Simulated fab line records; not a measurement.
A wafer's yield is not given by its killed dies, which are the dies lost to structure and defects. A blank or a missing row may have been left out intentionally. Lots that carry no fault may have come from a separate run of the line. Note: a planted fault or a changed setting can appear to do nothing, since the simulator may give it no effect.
Chamber matching || flow n5 finfet || N5_BEOL_M1_ALD_84 on ald metal-01: 4 sister chambers
The step deposits TaN, pulse time 2 s, purge time 3 s, co reactant purge time 2 s. 20 wafers are shown with their chamber, then 10 later ones without.

EACH WAFER AND ITS CHAMBER
{"wafer": "L076.3", "chamber": 3, "heater power w (W)": 377, "precursor vessel pressure torr (Torr)": 26.16, "chamber pressure Torr (Torr)": 3.002}
{"wafer": "L076.4", "chamber": 3, "heater power w (W)": 371, "precursor vessel pressure torr (Torr)": 26.14, "chamber pressure Torr (Torr)": 3.008}
{"wafer": "L076.5", "chamber": 2, "heater power w (W)": 407, "precursor vessel pressure torr (Torr)": 26.24, "chamber pressure Torr (Torr)": 2.992}
{"wafer": "L078.3", "chamber": 1, "heater power w (W)": 387, "precursor vessel pressure torr (Torr)": 26.23, "chamber pressure Torr (Torr)": 2.989}
{"wafer": "L078.4", "chamber": 2, "heater power w (W)": 399, "precursor vessel pressure torr (Torr)": 26.26, "chamber pressure Torr (Torr)": 3.007}
{"wafer": "L078.6", "chamber": 1, "heater power w (W)": 391, "precursor vessel pressure torr (Torr)": 26.31, "chamber pressure Torr (Torr)": 2.989}
{"wafer": "L079.1", "chamber": 1, "heater power w (W)": 388, "precursor vessel pressure torr (Torr)": 26.28, "chamber pressure Torr (Torr)": 3.013}
{"wafer": "L079.3", "chamber": 0, "heater power w (W)": 474, "precursor vessel pressure torr (Torr)": 26.30, "chamber pressure Torr (Torr)": 3.013}
{"wafer": "L079.4", "chamber": 2, "heater power w (W)": 410, "precursor vessel pressure torr (Torr)": 26.19, "chamber pressure Torr (Torr)": 3.004}
{"wafer": "L081.4", "chamber": 2, "heater power w (W)": 396, "precursor vessel pressure torr (Torr)": 26.18, "chamber pressure Torr (Torr)": 3.002}
{"wafer": "L081.5", "chamber": 2, "heater power w (W)": 392, "precursor vessel pressure torr (Torr)": 26.17, "chamber pressure Torr (Torr)": 2.998}
{"wafer": "L081.6", "chamber": 3, "heater power w (W)": 381, "precursor vessel pressure torr (Torr)": 26.36, "chamber pressure Torr (Torr)": 3.001}
{"wafer": "L082.1", "chamber": 0, "heater power w (W)": 479, "precursor vessel pressure torr (Torr)": 26.21, "chamber pressure Torr (Torr)": 2.996}
{"wafer": "L082.2", "chamber": 3, "heater power w (W)": 380, "precursor vessel pressure torr (Torr)": 26.28, "chamber pressure Torr (Torr)": 2.995}
{"wafer": "L082.4", "chamber": 1, "heater power w (W)": 400, "precursor vessel pressure torr (Torr)": 26.26, "chamber pressure Torr (Torr)": 3.000}
{"wafer": "L086.2", "chamber": 1, "heater power w (W)": 385, "precursor vessel pressure torr (Torr)": 26.19, "chamber pressure Torr (Torr)": 3.001}
{"wafer": "L086.3", "chamber": 0, "heater power w (W)": 462, "precursor vessel pressure torr (Torr)": 26.29, "chamber pressure Torr (Torr)": 3.001}
{"wafer": "L086.4", "chamber": 2, "heater power w (W)": 408, "precursor vessel pressure torr (Torr)": 26.24, "chamber pressure Torr (Torr)": 2.993}
{"wafer": "L087.2", "chamber": 2, "heater power w (W)": 405, "precursor vessel pressure torr (Torr)": 26.21, "chamber pressure Torr (Torr)": 2.995}
{"wafer": "L087.3", "chamber": 1, "heater power w (W)": 381, "precursor vessel pressure torr (Torr)": 26.31, "chamber pressure Torr (Torr)": 3.000}

SIGNATURES, as means of the wafers listed above
{"reading": "heater power w", "chamber 0": 471.67, "chamber 1": 388.67, "chamber 2": 402.43, "chamber 3": 377.25, "scatter within a chamber": 6.62}
{"reading": "precursor vessel pressure torr", "chamber 0": 26.2667, "chamber 1": 26.2633, "chamber 2": 26.2129, "chamber 3": 26.2350, "scatter within a chamber": 0.0589}
{"reading": "chamber pressure Torr", "chamber 0": 3.00333, "chamber 1": 2.99867, "chamber 2": 2.99871, "chamber 3": 3.00150, "scatter within a chamber": 0.00724}
Rule: a wafer's distance from a chamber is the root of the sum, over the readings, of the square of ((its reading less the chamber's mean) divided by the reading's scatter). The wafer belongs to the nearest chamber; if the next one is less than 2 further off, it can't be placed. How the scatter is found: for the shown wafers, subtract from each reading the mean of its chamber, square and add these, divide the total by (wafers less chambers), then take the root.

WAFERS WITHOUT THEIR CHAMBER
{"wafer": "L087.4", "heater power w (W)": 378, "precursor vessel pressure torr (Torr)": 26.23, "chamber pressure Torr (Torr)": 2.999}
{"wafer": "L093.1", "heater power w (W)": 382, "precursor vessel pressure torr (Torr)": 26.33, "chamber pressure Torr (Torr)": 3.009}
{"wafer": "L093.2", "heater power w (W)": 480, "precursor vessel pressure torr (Torr)": 26.32, "chamber pressure Torr (Torr)": 2.994}
{"wafer": "L093.4", "heater power w (W)": 397, "precursor vessel pressure torr (Torr)": 26.24, "chamber pressure Torr (Torr)": 2.996}
{"wafer": "L094.2", "heater power w (W)": 402, "precursor vessel pressure torr (Torr)": 26.20, "chamber pressure Torr (Torr)": 3.015}
{"wafer": "L094.3", "heater power w (W)": 467, "precursor vessel pressure torr (Torr)": 26.24, "chamber pressure Torr (Torr)": 3.002}
{"wafer": "L094.4", "heater power w (W)": 385, "precursor vessel pressure torr (Torr)": 26.33, "chamber pressure Torr (Torr)": 2.997}
{"wafer": "L096.2", "heater power w (W)": 472, "precursor vessel pressure torr (Torr)": 26.26, "chamber pressure Torr (Torr)": 3.001}
{"wafer": "L096.3", "heater power w (W)": 380, "precursor vessel pressure torr (Torr)": 26.33, "chamber pressure Torr (Torr)": 2.997}
{"wafer": "L096.5", "heater power w (W)": 382, "precursor vessel pressure torr (Torr)": 26.25, "chamber pressure Torr (Torr)": 2.994}

WHICH CHAMBER EACH ONE RAN IN
{"wafer": "L087.4", "from the rows above": "can't be placed: 3 or 1", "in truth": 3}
{"wafer": "L093.1", "from the rows above": "can't be placed: 3 or 1 or 2", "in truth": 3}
{"wafer": "L093.2", "from the rows above": 0, "in truth": 0}
{"wafer": "L093.4", "from the rows above": "can't be placed: 2 or 1", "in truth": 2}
{"wafer": "L094.2", "from the rows above": "can't be placed: 2 or 1 or 3", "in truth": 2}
{"wafer": "L094.3", "from the rows above": 0, "in truth": 0}
{"wafer": "L094.4", "from the rows above": "can't be placed: 1 or 3", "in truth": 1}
{"wafer": "L096.2", "from the rows above": 0, "in truth": 0}
{"wafer": "L096.3", "from the rows above": "can't be placed: 1 or 3", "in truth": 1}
{"wafer": "L096.5", "from the rows above": "can't be placed: 1 or 3", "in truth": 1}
Placed correctly: 3 of 10. From these rows, 7 cannot be placed; in 7 the true chamber is one of the candidates. 0 placed wrongly.
